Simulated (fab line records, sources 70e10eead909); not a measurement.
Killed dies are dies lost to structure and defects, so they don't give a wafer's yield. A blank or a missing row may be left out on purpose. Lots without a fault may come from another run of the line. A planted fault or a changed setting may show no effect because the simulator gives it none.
Chamber matching | flow nand_harc | NHARC_A_M1_CMP_23 on cmp-03: 4 sister chambers
The step polishes, t overpolish 20 s, target thk 154.34 nm. 8 wafers are shown with their chamber, then 9 later ones without.

WAFERS WITH THEIR CHAMBER
wafer  | chamber | motor_current_A (A) | time_to_endpoint_s (s)
L085.1 | 1       | 10.5                | 28.6
L085.3 | 0       | 8.4                 | 27.4
L088.1 | 2       | 11.7                | 24.0
L088.5 | 0       | 8.3                 | 25.1
L088.6 | 3       | 11.5                | 25.6
L092.1 | 1       | 10.7                | 27.7
L092.3 | 2       | 12.6                | 25.7
L092.4 | 3       | 12.0                | 27.9

WAFERS WITHOUT THEIR CHAMBER
wafer  | motor_current_A (A) | time_to_endpoint_s (s)
L091.1 | 10.8                | 27.4
L091.2 | 12.0                | 25.2
L091.3 | 11.7                | 27.0
L094.1 | 10.9                | 27.8
L094.2 | 8.5                 | 26.9
L094.5 | 12.8                | 27.9
L097.2 | 8.2                 | 25.7
L097.5 | 8.3                 | 27.6
L097.6 | 10.4                | 29.7

WHICH CHAMBER EACH WENT THROUGH
wafer  | from the rows above     | in truth
L091.1 | can't be placed: 1 or 3 | 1
L091.2 | can't be placed: 2 or 3 | 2
L091.3 | can't be placed: 3 or 2 | 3
L094.1 | can't be placed: 1 or 3 | 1
L094.2 | 0                       | 0
L094.5 | can't be placed: 2 or 3 | 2
L097.2 | 0                       | 0
L097.5 | 0                       | 0
L097.6 | 1                       | 1
Placed correctly: 4 of 9. Can't be placed from these rows: 5 (the true chamber is among the candidates in 5). Placed wrongly: 0.
How it was worked out, from the rows above alone: a wafer's distance from a chamber is the root of the sum, over the readings, of the square of ((its reading less the chamber's mean) divided by the reading's scatter). The wafer belongs to the nearest chamber; if the next one is less than 2 further off, it can't be placed. A chamber's mean is the mean of its shown wafers. The scatter: the root of (the sum of the squares of (reading less its chamber's mean) over the shown wafers, divided by (wafers less chambers)).
